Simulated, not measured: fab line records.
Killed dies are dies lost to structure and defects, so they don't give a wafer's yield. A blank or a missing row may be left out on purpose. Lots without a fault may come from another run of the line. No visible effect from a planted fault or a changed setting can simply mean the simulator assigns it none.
Comparing a struck lot with a sound one + flow nand harc + 16 out of 1302 route steps
Sound: these wafers, L947.1, L947.3, L947.5. Wafers L958.1, L958.4, L958.6 were the ones struck. At the end, the cause is stated.
Order at every step that has rows: each side's tool, ch and its chambers, its first start. Under that, the readings that differ: sound wafers + struck wafers + difference of the means + sigmas: that difference in standard deviations of wafers without a fault.
alike: words and numbers the same on both sides, and readings whose means are apart by under 2 such deviations; not compared: readings that were withheld, readings missing a value for some wafer, numbers with overlapping values and no deviation given by the record, and bounds like >300 which may hide the same value.
A row with sigmas, a row that says differs or no value, or rows on one side alone: a step with any of these is where the two part. When numbers do not overlap yet have no deviation, they are printed without sigmas and do not part them. A reading that every wafer of one side lacks parts them only if that side has two wafers or more.

NHARC_A_ONON_D2_THK_MEAS_11: measures by ellipsometry.
  struck on film metro-02, day 21 09:16; sound on film metro-01, day 16 15:10
  alike: thk nm
next comes 1 step that has no rows for these wafers: NHARC_A_ONON_D2_DEP_12 (target thickness 1000 nm).
NHARC_A_ONON_D2_THK_MEAS_14: measures by ellipsometry.
  struck on film metro-02, day 21 09:50; sound on film metro-01, day 16 15:44
  alike: thk nm
then, 2 steps without rows for these wafers: NHARC_A_ONON_D2_ANNEAL_15 (time 3600 s); NHARC_A_ONON_D2_DEP_16 (target thk 1000 nm).
NHARC_A_ONON_D2_THK_MEAS_18: measures by ellipsometry.
  struck on film metro-02, day 21 17:17; sound on film metro-01, day 16 23:29
  alike: thk nm
next comes 1 step that has no rows for these wafers: NHARC_A_ONON_D2_DEP_19 (target thickness 1000 nm).
NHARC_A_ONON_D2_THK_MEAS_21: measures by ellipsometry.
  struck on film metro-01, day 21 17:52; sound on film metro-01, day 17 00:02
| reading     | sound       | struck         | difference | sigmas |
|-------------|-------------|----------------|------------|--------|
| thk nm (nm) | 988 986 986 | 1017 1017 1019 | +31        | +3     |
next comes 1 step that has no rows for these wafers: NHARC_A_ONON_D2_DEP_22 (target thickness 1000 nm).
NHARC_A_ONON_D2_THK_MEAS_24: measures by ellipsometry.
  struck on film metro-02, day 21 18:26; sound on film metro-01, day 17 00:36
| reading     | sound       | struck         | difference | sigmas |
|-------------|-------------|----------------|------------|--------|
| thk nm (nm) | 984 983 985 | 1013 1013 1013 | +29        | +3     |
next comes 1 step that has no rows for these wafers: NHARC_A_ONON_D2_DEP_25 (target thickness 1000 nm).
NHARC_A_ONON_D2_THK_MEAS_27: measures by ellipsometry.
  struck on film metro-02, day 21 18:59; sound on film metro-01, day 17 01:10
| reading     | sound       | struck         | difference | sigmas |
|-------------|-------------|----------------|------------|--------|
| thk nm (nm) | 985 983 984 | 1024 1024 1025 | +40        | +4     |
NHARC_A_ONON_D2_DEP_28: target thk 1000 nm.
  sound on pecvd onon-02 ch 0, day 17 01:14; struck on pecvd onon-03 ch 0, day 21 19:03
  alike: sih4 flow sccm
NHARC_A_ONON_D2_THK_MEAS_30: measures by ellipsometry.
  struck on film metro-01, day 21 19:34; sound on film metro-01, day 17 01:44
| reading     | sound          | struck         | difference | sigmas |
|-------------|----------------|----------------|------------|--------|
| thk nm (nm) | 1006 1006 1006 | 1537 1537 1536 | +531       | +60    |
NHARC_A_ONON_D2_DEP_33: deposits SiO2, target thk 200 nm.
  sound on pecvd-01 ch 1,2, day 17 01:50; struck on pecvd-03 ch 0,1,2, day 21 19:37
  alike: heater power w, throttle valve pct
-- jump in the record: it breaks off in module A_ONON_D2 and resumes in module END (first step shown: number 1302 of the route), and 11 days separate the struck wafers' starts before and after --
NHARC_END_SORT_01:
  here the record holds rows for the struck wafers (prober-02 ch 0, day 33 02:46) but none for the sound ones

## WHERE THEY PART
First at NHARC_A_ONON_D2_THK_MEAS_21; last, within this record, at NHARC_END_SORT_01.

WHY: what had been put in by the simulator
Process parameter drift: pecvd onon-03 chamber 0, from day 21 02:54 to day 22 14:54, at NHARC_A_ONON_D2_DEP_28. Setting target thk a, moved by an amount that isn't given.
